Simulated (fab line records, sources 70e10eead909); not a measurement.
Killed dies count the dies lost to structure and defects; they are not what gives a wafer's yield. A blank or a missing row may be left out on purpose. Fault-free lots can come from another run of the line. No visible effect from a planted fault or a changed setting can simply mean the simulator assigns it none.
Which tool did it?	flow nand harc	37 wafers from 13 lots sampled at 5 of the route's 1302 steps

== WHAT THE GAUGES SHOWED, per wafer ==
NHARC_END_SORT_01.
lot	measured	on	killed at array	killed at other	killed at periphery	killed dies	killed open	killed short
L108	day 30 14:40	prober-01	49	0	2	51	5	3

== WHICH TOOL RAN EACH LOT (tool, then ch and the chambers of the sampled wafers, then the start) ==
lot	NHARC_P_GATE_DESCUM_48	NHARC_P_CONTACT_DEP_30	NHARC_P_CONTACT_CMP_01	NHARC_P_CONTACT_ETCH_35
L992	rie diel-04 ch 0,1,2, day 6 00:50	pecvd-03 ch 0,1,2, day 6 07:05	cmp-03 ch 0,2,3, day 6 07:45	rie diel-05 ch 0,2,3, day 6 08:52
L994	rie diel-04 ch 0,2, day 6 23:32	pecvd-04 ch 1,2, day 7 06:21	cmp-01 ch 1,2,3, day 7 07:07	rie diel-08 ch 2,3, day 7 08:10
L995	rie diel-01 ch 0,2,3, day 7 02:47	pecvd-04 ch 1,2, day 7 09:14	cmp-04 ch 0,1, day 7 09:59	rie diel-05 ch 1,2,3, day 7 11:03
L997	rie diel-11 ch 1,2, day 8 04:02	pecvd-04 ch 0,1,2, day 8 10:40	cmp-03 ch 2,3, day 8 11:17	rie diel-05 ch 0,3, day 8 12:22
L998	rie diel-04 ch 0,1,3, day 8 20:16	pecvd-01 ch 0,1,2, day 9 02:34	cmp-03 ch 0,2,3, day 9 03:17	rie diel-03 ch 1,2,3, day 9 04:23
L999	rie diel-11 ch 0,3, day 8 20:32	pecvd-04 ch 0,1,2, day 9 03:06	cmp-03 ch 0,1, day 9 03:43	rie diel-05 ch 0,1,2, day 9 04:49
L102	rie diel-11 ch 0,1,3, day 10 00:41	pecvd-01 ch 0,2, day 10 06:59	cmp-03 ch 2,3, day 10 07:44	rie diel-08 ch 1,2,3, day 10 08:49
L103	rie diel-04 ch 1,2, day 10 12:15	pecvd-01 ch 0,1, day 10 18:26	cmp-04 ch 0,2,3, day 10 19:27	rie diel-08 ch 0,2,3, day 10 20:30
L104	rie diel-11 ch 1,2,3, day 11 10:38	pecvd-01 ch 0,2, day 11 17:53	cmp-01 ch 0,2,3, day 11 18:35	rie diel-05 ch 1,2,3, day 11 19:41
L106	rie diel-04 ch 1,2,3, day 11 17:38	pecvd-01 ch 0,1, day 11 23:58	cmp-04 ch 1,3, day 12 00:40	rie diel-08 ch 0,1,3, day 12 01:44
L108	rie diel-11 ch 2, day 12 15:53	pecvd-03 ch 1,2, day 12 22:13	cmp-04 ch 0, day 12 22:57	rie diel-08 ch 0,2, day 13 00:03
L111	rie diel-04 ch 0, day 13 20:46	pecvd-04 ch 2, day 14 03:11	cmp-01 ch 2,3, day 14 03:50	rie diel-08 ch 0,2, day 14 04:56
L112	rie diel-04 ch 0,1, day 14 11:56	pecvd-03 ch 0,2, day 14 18:34	cmp-04 ch 0,2,3, day 14 19:15	rie diel-03 ch 2,3, day 14 20:12
- NHARC_P_GATE_DESCUM_48: chemistry O2, time 3 s.
- NHARC_P_CONTACT_DEP_30: deposits SiNx, target thk 30 nm.
- NHARC_P_CONTACT_CMP_01: polishes SiO2, target thk 200 nm.
- NHARC_P_CONTACT_ETCH_35: etches the open film in CF4, target depth 39 nm, time 65 s.

== AS READ BY THE TOOLS THEMSELVES (means over the sampled wafers that have a number; for cases with no such wafer, the mark the record gives instead) ==
NHARC_P_GATE_DESCUM_48.
lot	tool	drypump motor current A (A)	oes product au (a.u.)	rf vpp V (V)	showerhead plenum p Torr (Torr)	throttle valve pct (%)
L992	rie diel-04	5.4	1.010	58.2	1.94	11.314
L994	rie diel-04	5.7	1.005	57.8	1.98	11.315
L995	rie diel-01	6.0	0.994	58.0	1.92	11.314
L997	rie diel-11	5.7	1.005	58.9	2.01	11.314
L998	rie diel-04	5.2	0.997	58.0	1.85	11.315
L999	rie diel-11	5.6	0.980	58.5	1.97	11.314
L102	rie diel-11	5.7	1.003	58.1	1.99	11.312
L103	rie diel-04	5.5	0.989	57.9	2.01	11.313
L104	rie diel-11	5.6	1.011	58.3	1.99	11.309
L106	rie diel-04	5.4	0.993	57.8	1.92	11.308
L108	rie diel-11	5.8	1.007	59.0	1.95	11.316
L111	rie diel-04	5.3	1.016	57.0	1.84	11.308
L112	rie diel-04	5.3	1.011	58.5	1.87	11.313

NHARC_P_CONTACT_DEP_30.
lot	tool	heater power w (W)
L992	pecvd-03	690
L994	pecvd-04	652
L995	pecvd-04	583
L997	pecvd-04	642
L998	pecvd-01	687
L999	pecvd-04	632
L102	pecvd-01	575
L103	pecvd-01	699
L104	pecvd-01	618
L106	pecvd-01	695
L108	pecvd-03	668
L111	pecvd-04	664
L112	pecvd-03	764

NHARC_P_CONTACT_CMP_01.
lot	tool	motor current A (A)
L992	cmp-03	11.5
L994	cmp-01	12.8
L995	cmp-04	11.8
L997	cmp-03	10.8
L998	cmp-03	11.4
L999	cmp-03	13.5
L102	cmp-03	10.7
L103	cmp-04	11.6
L104	cmp-01	13.1
L106	cmp-04	12.0
L108	cmp-04	11.6
L111	cmp-01	13.4
L112	cmp-04	12.0

NHARC_P_CONTACT_ETCH_35.
lot	tool	drypump motor current A (A)	oes product au (a.u.)	rf vpp V (V)	showerhead plenum p Torr (Torr)	throttle valve pct (%)
L992	rie diel-05	5.9	1.014	150.5	1.78	13.294
L994	rie diel-08	5.3	0.990	151.5	1.81	13.283
L995	rie diel-05	6.0	1.009	150.9	1.80	13.277
L997	rie diel-05	5.7	1.024	151.1	1.76	13.279
L998	rie diel-03	5.3	1.002	152.0	1.78	13.283
L999	rie diel-05	5.9	1.014	151.2	1.73	13.291
L102	rie diel-08	5.5	0.989	151.2	1.79	13.285
L103	rie diel-08	5.5	0.997	150.7	1.78	13.279
L104	rie diel-05	6.0	0.999	151.4	1.80	13.288
L106	rie diel-08	5.7	0.992	151.8	1.76	13.275
L108	rie diel-08	5.5	1.001	152.4	1.82	13.290
L111	rie diel-08	5.5	0.997	152.4	1.82	13.293
L112	rie diel-03	5.3	0.979	151.3	1.73	13.295

== THE ANSWER, worked out from the rows above alone ==
Rule: usual is defined by the lots themselves. Put in order of their means at a reading, lots are off if they are a third of the lots or fewer, leave a main group of 4 or more, and stand apart from it by a gap of 3 or more times the standard deviation of the main group's means; of several such gaps the widest counts. The tables above print the reading to a certain number of digits; a main group whose means all agree to those digits is not used. Also off: a lot with no number at a reading for which 4 or more lots have one. All remaining lots with rows at the step are treated as sound. First the gauges in route order, then the tools' own readings, where a lot's mean is used as printed above. The first step at which some lot is off is used, and at that step the reading that is off furthest; a lot without a number counts as furthest.
Nothing can be told from this: no lot is off at any reading shown.

== WHAT THE SIMULATOR HAD INSERTED ==
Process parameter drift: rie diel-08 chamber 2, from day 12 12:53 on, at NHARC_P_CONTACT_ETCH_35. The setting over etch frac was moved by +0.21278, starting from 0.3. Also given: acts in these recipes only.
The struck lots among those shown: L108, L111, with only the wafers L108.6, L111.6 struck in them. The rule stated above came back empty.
